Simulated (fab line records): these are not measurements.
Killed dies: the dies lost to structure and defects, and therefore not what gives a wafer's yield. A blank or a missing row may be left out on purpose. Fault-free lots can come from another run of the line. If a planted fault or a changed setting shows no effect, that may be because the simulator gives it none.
Chamber matching :: flow n5 finfet :: N5_BEOL_M0_SAQP_CUT_ETCH_46 on rie diel-06 has 4 sister chambers
The step etches SOC in N2/H2, target depth 135 nm, overetch 27 nm, time 202.5 s. 4 wafers are shown with their chamber, then 11 later ones without.

== EACH WAFER AND ITS CHAMBER ==
wafer: L082.5
chamber: 1
drypump motor current A (A): 5.6

wafer: L084.2
chamber: 0
drypump motor current A (A): 5.6

wafer: L084.4
chamber: 3
drypump motor current A (A): 6.2

wafer: L087.1
chamber: 2
drypump motor current A (A): 4.8

== WAFERS WITH NO CHAMBER GIVEN ==
wafer: L087.4
drypump motor current A (A): 6.2

wafer: L087.5
drypump motor current A (A): 5.5

wafer: L091.1
drypump motor current A (A): 6.2

wafer: L091.3
drypump motor current A (A): 4.8

wafer: L091.5
drypump motor current A (A): 4.8

wafer: L092.1
drypump motor current A (A): 5.6

wafer: L092.2
drypump motor current A (A): 6.2

wafer: L092.6
drypump motor current A (A): 6.2

wafer: L096.2
drypump motor current A (A): 4.8

wafer: L096.3
drypump motor current A (A): 5.6

wafer: L096.5
drypump motor current A (A): 4.8

== EACH ONE'S CHAMBER ==
wafer: L087.4
from the rows above: 3
in truth: 3

wafer: L087.5
from the rows above: can't be placed: 0 or 1
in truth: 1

wafer: L091.1
from the rows above: 3
in truth: 3

wafer: L091.3
from the rows above: 2
in truth: 2

wafer: L091.5
from the rows above: 2
in truth: 2

wafer: L092.1
from the rows above: can't be placed: 0 or 1
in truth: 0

wafer: L092.2
from the rows above: 3
in truth: 3

wafer: L092.6
from the rows above: 3
in truth: 3

wafer: L096.2
from the rows above: 2
in truth: 2

wafer: L096.3
from the rows above: can't be placed: 0 or 1
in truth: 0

wafer: L096.5
from the rows above: 2
in truth: 2
Correct placement for 8 of the 11. Cannot be placed on the basis of these rows: 3; the candidates contain the true chamber in 3. 0 placed wrongly.
How it was worked out, from the rows above alone: a wafer's distance from a chamber is the root of the sum, over the readings, of the square of ((its reading less the chamber's mean) divided by the reading's scatter). The wafer belongs to the nearest chamber; if the next one is less than 2 further off, it can't be placed. For every chamber, the mean is computed from those of its wafers that are shown. The scatter: root of mean squared gap, hidden wafer to nearest shown wafer, with one shown wafer a chamber.
